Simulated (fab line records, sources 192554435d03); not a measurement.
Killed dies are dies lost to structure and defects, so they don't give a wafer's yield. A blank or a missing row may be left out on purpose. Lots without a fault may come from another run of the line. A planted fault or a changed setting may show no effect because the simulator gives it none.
fab line records | flow n5_finfet
record lots=21 wafers=63 last_day=18
route steps=1938 shown SD_EPI_N@273 SD_ACTIVATION@332 ILD0@343 SDB@360
lots that met no fault: from a run of the same line without faults
start_h: hours from the record's first day to the start of the lot's first wafer shown | wait_h: hours since the lot's step before | " the same as in the row above | L1.1+2: a row that stands for several wafers | - no value, or no start given | * or withheld: withheld | < > ~ a bound
route shown NAME@n: a module of which the file shows steps, and the number in the route of the first | usual: mean/standard deviation of fault-free wafers | same: alike in all rows | chamber/n: place in a boat | sites: the reading at each site | _std_site: their standard deviation | _edge_site: outer sites' mean less inner sites' | radius_mm: how far each site lies from the wafer's centre | mask NAME#n: copy n | behind: the tool/chamber that last shaped the wafer | hold: why the lot was held/for how many hours/how that ended | device: the transistor (n, p or np) that didn't switch | end of line: the same wafers' tests at the end of the route | a step without rows: its recipe alone | killed: dies lost to structure and defects at the first sort, not the wafer's yield | map: a wafer's dies, x killed, . not, _ none there
set.NAME: the setting as run; set.NAME@STEP: as run at that earlier step | model.NAME: the simulator's own value behind a step, which no gauge read
steps of the route over a sample of lots; a table a step, a row a wafer
services: from which hour (start_h, from the record's first day; less than 0 if before it) a tool's chamber was out of use, for how many hours, and why
## steps
# step N5_SD_EPI_N_DESCUM_14
# recipe chemistry=O2 time_s=7.9 source_power_w=50 bias_power_w=20 pressure_mtorr=20 rf_frequency_hz=2.712e+07 temp_c=40 resist=CAR-ArF-block o2_flow_sccm=225
# usual chamber_pressure_mTorr=20.001/0.017 drypump_motor_current_A=5.56/0.29 oes_product_au=0.82/0.1 rf_vpp_V=243.6/1.3 showerhead_plenum_p_Torr=2.13/0.065 throttle_valve_pct=20.4/0.36
# columns lot.wafer tool chamber start_h wait_h chamber_pressure_mTorr drypump_motor_current_A oes_product_au rf_hours_counter_h rf_vpp_V showerhead_plenum_p_Torr throttle_valve_pct
L074.2 rie_diel-03 2 48.56 0.1 20.028 5.68 0.69 241 241.7 1.97 20.3
L074.3 " 1 " " 19.994 5.55 0.73 184 243.3 2.09 20.5
L074.4 " 2 " " 19.985 5.66 0.69 - 240.7 1.97 20.3
L075.1 rie_diel-04 0 55.99 0.1 20.017 5.41 0.91 16 244.2 2.24 20.7
L075.2 " 1 " " 19.959 5.74 0.69 216 244.9 2.16 20.5
L075.3 " 2 " " 19.989 5.65 0.96 2 242.8 2.14 19.8
L076.1 rie_diel-03 2 59.86 0.0 20.000 5.64 0.68 246 241.1 1.97 20.4
L076.2 " 3 " " 20.029 5.65 0.70 215 244.8 2.16 20.9
L076.5 " 1 " " 20.016 5.54 0.73 - 243.3 2.09 20.5
L077.3 rie_diel-06 2 65.93 0.0 19.983 4.97 0.87 51 242.3 2.03 20.5
L077.4 " 1 " " 19.991 5.33 0.80 95 240.8 2.03 20.7
L077.6 " 2 " " 19.994 5.01 0.87 - 243.0 2.03 20.5
L078.4 rie_diel-04 0 71.57 0.6 19.968 5.41 0.89 - 245.4 2.24 20.7
L078.5 " 2 " " 20.010 5.67 0.94 - 244.1 2.13 19.8
L078.6 " 1 " " 20.012 5.72 0.68 - 242.9 2.16 20.5
L079.2 rie_diel-04 0 77.65 0.0 19.988 5.41 0.90 25 244.8 2.24 20.7
L079.3 " 2 " " 20.012 5.65 0.94 11 243.2 2.13 19.8
L079.6 " 0 " " 19.975 5.42 0.88 - 244.2 2.24 20.7
L080.1 rie_diel-04 2 85.67 0.0 20.020 5.68 0.94 13 242.6 2.13 19.8
L080.3 " 3 " " 19.963 5.54 1.00 2 242.5 2.14 19.8
L080.4 " 0 " " 20.049 5.40 0.88 28 245.0 2.24 20.7
L081.1 rie_diel-04 3 92.39 0.0 19.975 5.51 0.97 3 244.1 2.14 19.8
L081.2 " 2 " " 20.004 5.68 0.92 15 243.5 2.13 19.8
L081.6 " 2 " " 20.017 5.67 0.92 - 243.3 2.13 19.9
L082.2 rie_diel-06 0 98.26 0.0 19.985 5.49 0.75 165 242.6 2.09 20.2
L082.4 " 3 " " 20.008 6.49 0.73 179 244.6 2.16 20.5
L082.5 " 3 " " 19.988 6.49 0.73 - 243.4 2.16 20.5
L083.3 rie_diel-06 3 105.08 0.2 19.997 6.47 0.73 180 243.8 2.16 20.5
L083.4 " 1 " " 20.004 5.31 0.78 106 242.5 2.02 20.7
L083.5 " 3 " " 20.009 6.50 0.72 - 243.8 2.16 20.5
L086.2 rie_diel-04 1 122.89 0.0 20.012 5.75 0.68 240 244.7 2.15 20.6
L086.3 " 3 " " 20.010 5.53 0.95 14 244.0 2.14 19.9
L086.6 " 1 " " 19.972 5.73 0.67 - 244.0 2.15 20.6
L087.2 rie_diel-04 1 128.47 0.3 20.018 5.76 0.68 242 244.1 2.15 20.6
L087.3 " 0 " " 19.998 5.40 0.86 43 245.6 2.23 20.7
L087.5 " 1 " " 19.972 5.76 0.68 - 244.5 2.15 20.6
L089.2 rie_diel-03 2 139.41 0.0 19.997 5.68 0.92 11 243.9 2.23 20.0
L089.3 " 1 " " 20.008 5.55 0.70 222 241.7 2.08 20.5
L089.6 " 1 " " 20.023 5.55 0.71 - 242.6 2.08 20.5
L090.2 rie_diel-03 1 144.65 0.0 19.960 5.56 0.71 223 242.5 2.08 20.5
L090.3 " 0 " " 20.005 5.05 0.91 25 241.7 2.06 20.5
L090.5 " 2 " " 20.053 5.67 0.93 - 245.4 2.23 20.0
L091.1 rie_diel-04 0 150.57 0.0 19.996 5.41 0.84 52 245.6 2.23 20.8
L091.4 " 2 " " 20.046 5.67 0.88 - 244.3 2.13 19.9
L091.5 " 0 " " 20.008 5.42 0.84 - 245.6 2.23 20.8
L092.1 rie_diel-04 2 156.66 0.0 19.979 5.66 0.87 38 244.1 2.12 19.9
L092.2 " 3 " " 19.999 5.53 0.90 26 243.9 2.13 19.9
L092.3 " 0 " " 19.985 5.43 0.83 54 244.3 2.23 20.8
L093.3 rie_diel-06 3 163.83 0.0 19.996 6.49 0.71 202 243.3 2.15 20.5
L093.5 " 1 " " 19.991 5.32 0.75 - 241.3 2.01 20.7
L093.6 " 0 " " 20.011 5.47 0.73 - 242.0 2.08 20.2
L094.1 rie_diel-04 2 168.07 0.1 20.016 5.66 0.87 42 243.6 2.12 19.9
L094.4 " 1 " " 19.991 5.72 0.99 0 242.4 2.15 20.2
L094.5 " 1 " " 19.973 5.71 1.00 - 246.3 2.15 20.3
L095.2 rie_diel-04 2 179.55 0.1 19.987 5.66 0.85 47 244.1 2.12 19.9
L095.4 " 0 " " 20.022 5.40 0.82 63 245.3 2.22 20.8
L095.6 " 2 " " 20.018 5.67 0.87 - 241.4 2.12 19.9
L096.1 rie_diel-04 3 185.98 0.3 19.996 5.53 0.89 36 243.5 2.13 19.9
L096.2 " 0 " " 20.012 5.40 0.82 64 243.8 2.22 20.8
L096.4 " 2 " " 19.975 5.66 0.86 48 243.6 2.12 19.9
L097.2 rie_diel-03 2 191.84 0.3 20.005 5.69 0.89 33 245.7 2.22 20.0
L097.4 " 0 " " 19.994 5.04 0.86 45 241.9 2.05 20.5
L097.5 " 3 " " 20.030 5.65 0.98 - 242.3 2.14 20.6
# step N5_SD_EPI_N_ETCH_45
# recipe chemistry=CH3F/O2 target=SiOCN target_depth_a=60 mask_material=SOC ion_energy_ev=60 bias_w=29 pressure_mtorr=15 source_w=410 Ar_flow_sccm=150 CH3F_flow_sccm=30 O2_flow_sccm=20
# usual CH3F_flow_sccm=29.98/0.09 chamber_pressure_mTorr=15.000/0.013 drypump_motor_current_A=5.56/0.29 oes_product_au=0.82/0.1 rf_vpp_V=127.8/1.1 showerhead_plenum_p_Torr=2.03/0.058 throttle_valve_pct=23.3/0.33
# columns lot.wafer tool chamber start_h wait_h CH3F_flow_sccm chamber_pressure_mTorr drypump_motor_current_A oes_product_au rf_hours_counter_h rf_vpp_V showerhead_plenum_p_Torr throttle_valve_pct
L074.2 rie_diel-03 2 49.08 0.1 30.17 14.979 5.67 0.69 241 126.2 1.89 23.3
L074.3 " 1 " " 29.96 15.007 5.56 0.72 184 127.2 1.99 23.3
L074.4 " 2 " " 30.10 15.008 5.67 0.70 - 125.8 1.89 23.3
L075.1 rie_diel-04 0 56.51 0.1 29.89 15.005 5.40 0.89 17 128.1 2.12 23.5
L075.2 " 1 " " 29.90 14.995 5.71 0.69 216 128.1 2.06 23.4
L075.3 " 2 " " 29.97 14.991 5.67 0.97 2 128.3 2.04 22.8
L076.1 rie_diel-03 2 60.38 0.1 29.88 15.013 5.65 0.69 246 126.3 1.89 23.3
L076.2 " 3 " " 30.00 15.014 5.67 0.70 215 127.6 2.06 23.8
L076.5 " 1 " " 29.83 15.000 5.53 0.72 - 126.5 1.99 23.3
L077.3 rie_diel-06 2 66.44 0.1 29.96 15.019 4.98 0.87 51 126.6 1.95 23.5
L077.4 " 1 " " 29.98 14.996 5.33 0.80 95 127.4 1.93 23.6
L077.6 " 2 " " 29.89 15.008 4.96 0.87 - 126.6 1.95 23.5
L078.4 rie_diel-04 0 72.12 0.1 30.13 14.994 5.41 0.89 - 127.6 2.12 23.5
L078.5 " 2 " " 30.02 15.007 5.64 0.94 - 127.2 2.04 22.8
L078.6 " 1 " " 30.01 15.015 5.72 0.68 - 127.8 2.06 23.5
L079.2 rie_diel-04 0 78.17 0.1 30.11 15.009 5.41 0.88 26 131.2 2.12 23.6
L079.3 " 2 " " 29.69 14.976 5.67 0.93 11 128.1 2.04 22.8
L079.6 " 0 " " 29.93 14.990 5.41 0.87 - 128.8 2.12 23.5
L080.1 rie_diel-04 2 86.18 0.1 30.02 14.990 5.66 0.91 14 128.3 2.04 22.8
L080.3 " 3 " " 29.97 15.007 5.52 0.99 2 128.4 2.04 22.8
L080.4 " 0 " " 29.87 14.989 5.43 0.87 29 130.0 2.12 23.5
L081.1 rie_diel-04 3 92.90 0.1 30.07 14.985 5.52 0.99 4 128.6 2.04 22.8
L081.2 " 2 " " 30.02 15.016 5.66 0.92 16 126.5 2.04 22.8
L081.6 " 2 " " 29.98 15.000 5.66 0.93 - 127.5 2.04 22.8
L082.2 rie_diel-06 0 98.77 0.1 29.99 14.995 5.45 0.75 165 128.5 1.99 23.1
L082.4 " 3 " " 30.15 14.999 6.48 0.73 179 128.2 2.07 23.5
L082.5 " 3 " " 29.97 15.012 6.48 0.74 - 129.3 2.07 23.4
L083.3 rie_diel-06 3 105.59 0.1 29.85 14.970 6.48 0.73 181 128.4 2.07 23.4
L083.4 " 1 " " 29.90 15.007 5.32 0.80 106 127.9 1.92 23.6
L083.5 " 3 " " 29.93 15.011 6.48 0.73 - 128.3 2.07 23.4
L086.2 rie_diel-04 1 123.40 0.1 29.98 14.991 5.76 0.68 241 127.9 2.05 23.5
L086.3 " 3 " " 30.00 14.990 5.53 0.95 14 127.4 2.04 22.8
L086.6 " 1 " " 30.06 14.981 5.76 0.67 - 125.7 2.05 23.5
L087.2 rie_diel-04 1 128.98 0.1 30.13 15.011 5.76 0.67 243 129.5 2.05 23.5
L087.3 " 0 " " 30.10 15.015 5.41 0.86 44 128.3 2.11 23.6
L087.5 " 1 " " 29.90 15.013 5.74 0.68 - 129.4 2.05 23.5
L089.2 rie_diel-03 2 139.93 0.1 30.13 15.005 5.63 0.93 12 128.6 2.13 22.9
L089.3 " 1 " " 30.03 14.996 5.55 0.70 222 126.4 1.98 23.4
L089.6 " 1 " " 30.10 15.016 5.55 0.70 - 129.2 1.98 23.4
L090.2 rie_diel-03 1 145.17 0.1 29.99 14.998 5.53 0.70 223 126.2 1.98 23.4
L090.3 " 0 " " 29.99 14.999 5.04 0.90 25 127.4 1.96 23.4
L090.5 " 2 " " 30.03 14.991 5.67 0.92 - 128.8 2.13 23.0
L091.1 rie_diel-04 0 151.09 0.1 29.98 14.994 5.41 0.83 52 127.9 2.11 23.6
L091.4 " 2 " " 29.94 15.002 5.67 0.88 - 128.3 2.03 22.8
L091.5 " 0 " " 29.95 15.013 5.42 0.84 - 127.9 2.11 23.6
L092.1 rie_diel-04 2 157.17 0.1 29.94 14.976 5.65 0.88 38 128.2 2.03 22.8
L092.2 " 3 " " 29.97 15.012 5.51 0.91 27 125.6 2.03 22.8
L092.3 " 0 " " 29.94 15.009 5.42 0.83 55 128.1 2.11 23.6
L093.3 rie_diel-06 3 164.35 0.1 29.95 14.987 6.47 0.71 202 128.0 2.06 23.5
L093.5 " 1 " " 29.90 15.002 5.30 0.76 - 127.2 1.92 23.6
L093.6 " 0 " " 29.90 15.008 5.50 0.72 - 127.8 1.99 23.1
L094.1 rie_diel-04 2 168.59 0.1 29.99 15.013 5.69 0.87 43 128.3 2.03 22.8
L094.4 " 1 " " 30.01 15.017 5.72 0.98 1 126.7 2.05 23.2
L094.5 " 1 " " 29.92 14.999 5.73 0.98 - 127.6 2.05 23.2
L095.2 rie_diel-04 2 180.07 0.1 29.97 15.016 5.66 0.85 47 127.9 2.03 22.8
L095.4 " 0 " " 29.91 15.016 5.40 0.82 63 129.1 2.10 23.6
L095.6 " 2 " " 29.89 15.002 5.66 0.86 - 128.5 2.03 22.9
L096.1 rie_diel-04 3 186.50 0.1 29.90 15.004 5.54 0.89 37 127.6 2.03 22.8
L096.2 " 0 " " 30.04 15.014 5.41 0.82 65 128.2 2.10 23.6
L096.4 " 2 " " 29.96 14.996 5.68 0.86 49 126.7 2.03 22.8
L097.2 rie_diel-03 2 192.36 0.1 30.00 14.984 5.65 0.88 33 128.2 2.12 23.0
L097.4 " 0 " " 29.90 14.991 5.08 0.87 46 126.2 1.95 23.4
L097.5 " 3 " " 30.12 14.994 5.67 0.98 - 128.2 2.04 23.5
# step N5_SD_EPI_N_LINER_46
# recipe material=SiNx target_thk_a=30 temp_c=400 ald_precursor_family=SiH2I2 ald_co_reactant=N2/H2-plasma pressure_torr=2
# usual heater_power_w=841/74
# columns lot.wafer tool chamber start_h wait_h heater_power_w
L074.2 ald_sin-01 2 52.26 0.1 838
L074.3 " 0 " " 906
L074.4 " 1 " " 767
L075.1 ald_sin-02 0 59.68 0.2 839
L075.2 " 1 " " 845
L075.3 " 3 " " 854
L076.1 ald_sin-01 3 63.62 0.2 740
L076.2 " 0 " " 937
L076.5 " 3 " " 763
L077.3 ald_sin-02 3 70.38 0.1 843
L077.4 " 1 " " 823
L077.6 " 0 " " 830
L078.4 ald_sin-03 1 76.06 0.2 804
L078.5 " 3 " " 803
L078.6 " 0 " " 888
L079.2 ald_sin-01 3 82.10 0.1 744
L079.3 " 1 " " 771
L079.6 " 1 " " 774
L080.1 ald_sin-03 3 89.50 0.3 798
L080.3 " 0 " " 882
L080.4 " 1 " " 828
L081.1 ald_sin-02 1 96.46 0.4 834
L081.2 " 3 " " 885
L081.6 " 3 " " 850
L082.2 ald_sin-03 1 103.46 0.2 800
L082.4 " 3 " " 794
L082.5 " 0 " " 882
L083.3 ald_sin-02 0 109.51 0.1 836
L083.4 " 3 " " 842
L083.5 " 1 " " 835
L086.2 ald_sin-01 3 126.58 0.1 700
L086.3 " 0 " " 918
L086.6 " 1 " " 713
L087.2 ald_sin-01 3 132.22 0.2 699
L087.3 " 0 " " 913
L087.5 " 0 " " 910
L089.2 ald_sin-02 2 143.41 0.2 910
L089.3 " 1 " " 845
L089.6 " 0 " " 839
L090.2 ald_sin-02 1 148.43 0.2 840
L090.3 " 0 " " 844
L090.5 " 3 " " 861
L091.1 ald_sin-03 1 155.22 0.3 823
L091.4 " 0 " " 885
L091.5 " 1 " " 815
L092.1 ald_sin-02 3 161.35 0.2 853
L092.2 " 0 " " 855
L092.3 " 1 " " 823
L093.3 ald_sin-01 0 167.56 0.1 944
L093.5 " 2 " " 832
L093.6 " 3 " " 679
L094.1 ald_sin-03 1 171.76 0.2 791
L094.4 " 0 " " 895
L094.5 " 2 " " 1042
L095.2 ald_sin-01 0 184.18 1.1 923
L095.4 " 2 " " 822
L095.6 " 0 " " 906
L096.1 ald_sin-02 0 189.73 0.2 835
L096.2 " 3 " " 874
L096.4 " 1 " " 845
L097.2 ald_sin-02 0 195.59 0.1 838
L097.4 " 2 " " 922
L097.5 " 2 " " 928
# step N5_SD_ACTIVATION_RS_MEAS_03
# recipe thk_meas_gauge=four-point-probe
# usual RS_SD_N=21.85/0.29 RS_SD_P=56.4/1.1
# columns lot.wafer tool chamber start_h wait_h RS_SD_N[ohm/sq] RS_SD_P[ohm/sq]
L074.2 film_metro-02 - 57.23 0.2 22.02 58.6
L074.3 " - " " 22.10 57.8
L074.4 " - " " 22.38 57.9
L075.1 film_metro-02 - 64.58 0.2 21.71 55.9
L075.2 " - " " 21.91 54.9
L075.3 " - " " 21.70 55.4
L076.1 film_metro-01 - 69.35 0.2 21.91 54.8
L076.2 " - " " 21.73 54.2
L076.5 " - " " 21.51 54.8
L077.3 film_metro-01 - 75.36 0.2 21.55 55.5
L077.4 " - " " 21.62 54.6
L077.6 " - " " 21.77 56.0
L078.4 film_metro-01 - 82.09 0.1 21.62 55.7
L078.5 " - " " 21.46 55.0
L078.6 " - " " 21.63 55.6
L079.2 film_metro-01 - 87.41 0.2 21.73 58.4
L079.3 " - " " 22.09 58.7
L079.6 " - " " 21.95 58.7
L080.1 film_metro-01 - 94.78 0.2 21.85 58.1
L080.3 " - " " 22.29 58.2
L080.4 " - " " 21.96 56.9
L081.1 film_metro-01 - 101.49 0.2 21.38 57.6
L081.2 " - " " 22.01 57.6
L081.6 " - " " 21.81 57.6
L082.2 film_metro-01 - 110.42 0.2 21.69 56.2
L082.4 " - " " 21.71 56.0
L082.5 " - " " 21.82 55.6
L083.3 film_metro-01 - 114.48 0.2 21.95 55.9
L083.4 " - " " 22.19 57.3
L083.5 " - " " 22.26 56.6
L086.2 film_metro-02 - 131.57 0.2 22.82 56.6
L086.3 " - " " 22.70 56.3
L086.6 " - " " 22.75 57.6
L087.2 film_metro-02 - 137.09 0.2 21.67 57.6
L087.3 " - " " 21.86 58.2
L087.5 " - " " 21.98 57.4
L089.2 film_metro-01 - 149.07 0.2 21.67 57.1
L089.3 " - " " 21.61 56.8
L089.6 " - " " 21.89 56.9
L090.2 film_metro-01 - 153.50 0.2 21.96 56.1
L090.3 " - " " 21.89 56.9
L090.5 " - " " 21.93 56.4
L091.1 film_metro-01 - 160.00 0.2 22.26 56.8
L091.4 " - " " 21.84 56.7
L091.5 " - " " 22.07 56.5
L092.1 film_metro-02 - 166.25 0.2 22.10 55.6
L092.2 " - " " 21.97 55.6
L092.3 " - " " 21.66 55.8
L093.3 film_metro-01 - 172.73 0.2 22.21 54.5
L093.5 " - " " 22.06 54.2
L093.6 " - " " 22.20 55.2
L094.1 film_metro-01 - 176.53 0.2 21.52 55.6
L094.4 " - " " 21.21 55.7
L094.5 " - " " 21.46 55.8
L095.2 film_metro-02 - 189.08 0.2 21.71 55.2
L095.4 " - " " 21.79 54.7
L095.6 " - " " 21.73 54.2
L096.1 film_metro-02 - 194.89 0.2 21.97 56.5
L096.2 " - " " 21.75 56.0
L096.4 " - " " 21.44 56.4
L097.2 film_metro-02 - 202.00 0.2 21.62 56.7
L097.4 " - " " 21.71 56.3
L097.5 " - " " 22.04 56.4
# step N5_ILD0_ALD_15
# recipe material=SiNx target_thk_a=240 temp_c=400 ald_precursor_family=SiH2I2 ald_co_reactant=N2/H2-plasma pulse_time_s=1 ald_cycles=480 purge_time_s=2 co_reactant_purge_time_s=2 pressure_torr=2
# usual heater_power_w=849/71 precursor_pulse_height_rel=1.002/0.022
# columns lot.wafer tool chamber start_h wait_h heater_power_w precursor_pulse_height_rel
L074.2 ald_sin-04 3 61.27 0.5 878 0.972
L074.3 " 0 " " 710 1.011
L074.4 " 1 " " 816 1.002
L075.1 ald_sin-04 1 68.65 0.6 833 1.033
L075.2 " 2 " " 889 0.998
L075.3 " 0 " " 722 1.041
L076.1 ald_sin-03 0 73.46 0.6 879 0.996
L076.2 " 1 " " 822 0.969
L076.5 " 3 74.54 1.3 797 0.982
L077.3 ald_sin-02 0 79.39 0.4 845 1.002
L077.4 " 2 " " 930 1.038
L077.6 " 0 80.48 1.1 843 1.033
L078.4 ald_sin-04 2 87.52 1.4 895 0.964
L078.5 " 1 " " 845 1.013
L078.6 " 3 " " 865 0.985
L079.2 ald_sin-04 3 91.99 0.9 861 1.017
L079.3 " 2 " " 909 1.028
L079.6 " 3 93.08 1.5 899 0.994
L080.1 ald_sin-04 1 99.20 0.6 816 0.997
L080.3 " 2 " " 910 1.006
L080.4 " 3 " " 876 0.996
L081.1 ald_sin-02 0 105.57 0.6 845 0.991
L081.2 " 2 " " 935 0.971
L081.6 " 0 106.65 1.1 837 1.027
L082.2 ald_sin-04 2 114.46 0.5 890 1.009
L082.4 " 1 " " 823 0.962
L082.5 " 3 115.55 1.2 849 0.981
L083.3 ald_sin-03 3 118.76 0.5 785 1.008
L083.4 " 1 " " 831 0.981
L083.5 " 1 119.84 1.3 797 0.969
L086.2 ald_sin-04 2 135.61 0.5 911 1.000
L086.3 " 0 " " 702 1.008
L086.6 " 3 136.69 1.1 862 0.978
L087.2 ald_sin-03 1 141.17 0.5 808 1.033
L087.3 " 0 " " 888 0.982
L087.5 " 0 142.26 1.2 876 0.995
L089.2 ald_sin-02 3 153.12 0.5 844 1.012
L089.3 " 2 " " 923 0.983
L089.6 " 2 154.21 1.1 936 1.021
L090.2 ald_sin-02 2 157.77 0.5 914 1.011
L090.3 " 3 " " 862 0.985
L090.5 " 1 158.86 1.2 841 1.012
L091.1 ald_sin-04 0 164.05 0.6 730 1.034
L091.4 " 1 " " 848 0.991
L091.5 " 2 165.14 1.2 903 1.038
L092.1 ald_sin-02 0 170.33 0.6 833 1.007
L092.2 " 3 " " 853 0.996
L092.3 " 2 " " 900 1.041
L093.3 ald_sin-02 2 177.36 1.0 927 0.976
L093.5 " 2 178.45 1.8 925 1.027
L093.6 " 1 " " 849 1.036
L094.1 ald_sin-03 1 181.95 0.8 799 0.995
L094.4 " 2 " " 1002 1.020
L094.5 " 2 183.04 1.4 991 0.979
L095.2 ald_sin-04 0 193.20 0.5 695 0.979
L095.4 " 1 " " 797 1.033
L095.6 " 2 194.29 1.2 861 1.001
L096.1 ald_sin-04 1 200.09 0.6 784 1.017
L096.2 " 3 " " 842 0.968
L096.4 " 2 " " 862 1.023
L097.2 ald_sin-03 0 206.41 0.5 902 0.983
L097.4 " 2 " " 1034 0.976
L097.5 " 2 207.50 1.2 1021 0.972
# step N5_SDB_ETCH_17
# recipe chemistry=CF4 target=SiARC target_depth_a=234 mask_material=CAR-ArF time_s=39 ion_energy_ev=80 pressure_mtorr=40 source_w=545 bias_w=36 Ar_flow_sccm=100 cf4_flow_sccm=100 ends=cleared
# usual chamber_pressure_mTorr=40.00/0.034 drypump_motor_current_A=5.6/0.4 etch_rf_on_time_s=38.8/0.81 oes_product_au=0.70/0.074 rf_vpp_V=184.4/1.1 showerhead_plenum_p_Torr=2.17/0.059 throttle_valve_pct=15.57/0.3
# columns lot.wafer tool chamber start_h wait_h chamber_pressure_mTorr drypump_motor_current_A etch_rf_on_time_s oes_product_au rf_hours_counter_h rf_vpp_V showerhead_plenum_p_Torr throttle_valve_pct
L074.2 rie_diel-06 3 64.51 0.0 39.99 6.5 39.1 0.63 167 186.0 2.22 15.71
L074.3 " 1 " " 40.00 5.3 37.5 0.69 95 181.8 2.07 15.81
L074.4 " 2 " " 39.99 5.0 38.8 0.74 50 183.4 2.10 15.70
L075.1 rie_diel-06 0 71.66 0.0 39.89 5.5 39.5 0.64 158 183.5 2.15 15.49
L075.2 " 2 " " 40.05 4.9 38.8 0.73 53 182.4 2.10 15.70
L075.3 " 3 " " 40.00 6.5 39.1 0.63 170 185.9 2.22 15.73
L076.1 rie_diel-04 1 76.94 0.0 39.98 5.8 39.2 0.59 224 184.2 2.21 15.78
L076.2 " 0 " " 40.05 5.4 37.9 0.76 25 185.8 2.26 15.69
L076.5 " 2 " " 40.02 5.6 37.9 0.80 - 184.6 2.19 15.04
L077.3 rie_diel-06 1 82.52 0.0 40.00 5.3 37.6 0.68 100 184.1 2.07 15.81
L077.4 " 2 " " 40.01 5.0 38.8 0.73 56 183.3 2.10 15.70
L077.6 " 3 " " 39.93 6.5 38.9 0.63 - 185.4 2.22 15.73
L078.4 rie_diel-06 1 89.57 0.0 39.99 5.3 37.9 0.68 102 181.7 2.07 15.82
L078.5 " 3 " " 39.98 6.5 39.1 0.62 - 184.4 2.22 15.71
L078.6 " 2 " " 40.00 5.0 39.1 0.72 - 182.9 2.10 15.73
L079.2 rie_diel-06 0 95.01 0.0 39.96 5.5 39.2 0.64 164 184.0 2.15 15.46
L079.3 " 3 " " 39.98 6.5 39.5 0.62 177 183.3 2.22 15.73
L079.6 " 3 " " 39.98 6.5 39.1 0.63 - 185.0 2.22 15.74
L080.1 rie_diel-04 3 102.33 0.0 39.98 5.5 37.1 0.84 8 184.6 2.19 15.06
L080.3 " 2 " " 40.04 5.7 37.6 0.79 20 184.4 2.19 15.04
L080.4 " 1 " " 39.96 5.8 39.2 0.59 234 184.4 2.20 15.82
L081.1 rie_diel-03 0 108.89 0.0 39.94 5.1 39.5 0.79 17 184.5 2.10 15.55
L081.2 " 1 " " 39.97 5.6 40.7 0.59 210 184.0 2.12 15.68
L081.6 " 3 " " 39.96 5.7 40.0 0.58 - 185.1 2.20 16.17
L082.2 rie_diel-03 3 117.61 0.0 40.00 5.7 39.7 0.58 239 185.2 2.20 16.19
L082.4 " 1 " " 39.98 5.6 41.1 0.60 - 183.8 2.12 15.67
L082.5 " 3 " " 40.01 5.7 39.4 0.59 - 183.7 2.20 16.18
L083.3 rie_diel-06 0 121.77 0.0 40.04 5.5 39.8 0.64 173 183.9 2.14 15.51
L083.4 " 1 " " 39.97 5.3 38.5 0.67 113 181.2 2.07 15.84
L083.5 " 2 " " 39.98 4.9 38.9 0.72 - 182.5 2.09 15.75
L086.2 rie_diel-04 1 138.78 0.0 39.97 5.7 40.0 0.58 246 184.9 2.20 15.83
L086.3 " 0 " " 39.98 5.4 38.2 0.73 47 185.1 2.25 15.75
L086.6 " 3 " " 40.04 5.5 38.0 0.80 - 185.5 2.18 15.08
L087.2 rie_diel-04 3 144.32 0.0 40.04 5.5 37.2 0.80 22 184.0 2.18 15.10
L087.3 " 2 " " 39.97 5.7 37.8 0.77 33 185.7 2.18 15.08
L087.5 " 0 " " 40.00 5.4 38.0 0.72 - 185.2 2.25 15.73
L089.2 rie_diel-03 0 156.25 0.0 40.00 5.1 39.2 0.76 30 184.4 2.10 15.57
L089.3 " 2 " " 40.02 5.7 39.2 0.78 18 185.4 2.28 15.21
L089.6 " 0 " " 39.97 5.0 38.8 0.76 - 183.2 2.10 15.58
L090.2 rie_diel-04 2 160.78 0.0 39.99 5.7 38.4 0.75 40 185.0 2.18 15.11
L090.3 " 3 " " 39.99 5.5 37.9 0.78 28 184.7 2.18 15.09
L090.5 " 0 " " 40.04 5.4 38.9 0.71 - 185.1 2.25 15.74
L091.1 rie_diel-04 0 167.57 0.0 39.98 5.4 38.3 0.72 58 186.1 2.25 15.76
L091.4 " 0 " " 39.98 5.4 38.2 0.71 - 185.7 2.25 15.75
L091.5 " 2 " " 39.98 5.7 38.6 0.74 - 184.6 2.18 15.11
L092.1 rie_diel-04 0 173.33 0.0 40.05 5.4 38.6 0.71 61 185.8 2.25 15.76
L092.2 " 1 " " 40.06 5.7 38.0 0.83 3 185.1 2.19 15.37
L092.3 " 3 " " 39.95 5.5 37.8 0.78 33 183.2 2.18 15.09
L093.3 rie_diel-06 3 180.61 0.0 39.94 6.5 39.6 0.60 209 183.5 2.21 15.81
L093.5 " 3 " " 40.03 6.5 39.5 0.60 - 184.5 2.21 15.81
L093.6 " 0 " " 40.06 5.5 39.9 0.61 - 183.7 2.14 15.55
L094.1 rie_diel-04 2 184.96 0.0 40.08 5.7 39.0 0.73 48 184.0 2.18 15.11
L094.4 " 1 " " 39.98 5.7 38.6 0.82 6 184.9 2.19 15.38
L094.5 " 0 " " 40.01 5.4 38.5 0.70 - 186.0 2.25 15.75
L095.2 rie_diel-04 2 196.33 0.0 39.99 5.7 38.1 0.73 53 184.0 2.17 15.12
L095.4 " 1 " " 40.05 5.7 38.0 0.82 8 185.6 2.19 15.35
L095.6 " 0 " " 40.04 5.4 38.4 0.70 - 186.2 2.25 15.78
L096.1 rie_diel-04 2 203.10 0.0 39.99 5.7 38.6 0.73 56 185.4 2.17 15.12
L096.2 " 1 " " 40.02 5.7 38.7 0.80 11 183.9 2.19 15.37
L096.4 " 3 " " 39.98 5.5 37.8 0.76 44 184.8 2.18 15.13
L097.2 rie_diel-06 1 209.42 0.0 39.97 5.3 38.2 0.65 144 183.9 2.06 15.89
L097.4 " 3 " " 39.99 6.5 39.1 0.60 217 184.6 2.20 15.82
L097.5 " 3 " " 40.02 6.5 39.2 0.61 - 185.0 2.20 15.83
## services
# columns tool chamber start_h hours kind
ald_sin-01 2 32.63 13.3 repair
rie_diel-03 0 39.72 - clean
rie_diel-03 0 39.72 - consumable_replace:focus_ring
rie_diel-06 1 51.39 1.4 repair
rie_diel-04 3 66.26 - clean
rie_diel-04 3 66.26 - consumable_replace:focus_ring
rie_diel-04 3 66.26 13.0 scheduled_down
rie_diel-04 3 66.26 13.0 vent_cycle
rie_diel-03 2 69.94 - clean
rie_diel-03 2 69.94 - consumable_replace:focus_ring
rie_diel-03 2 69.94 - consumable_replace:showerhead
rie_diel-03 2 69.94 13.2 scheduled_down
rie_diel-03 2 69.94 13.2 vent_cycle
ald_sin-04 0 85.29 1.9 repair
ald_sin-01 - 86.18 14.0 pm
rie_diel-03 0 111.09 14.0 repair
ald_sin-02 0 120.69 7.7 repair
rie_diel-03 3 148.21 - clean
rie_diel-04 1 149.34 - clean
rie_diel-04 1 149.34 - consumable_replace:focus_ring
rie_diel-04 1 149.34 18.4 scheduled_down
rie_diel-04 1 149.34 18.4 vent_cycle
ald_sin-01 0 159.33 3.7 repair
ald_sin-04 - 176.80 14.0 pm
## key
fault none
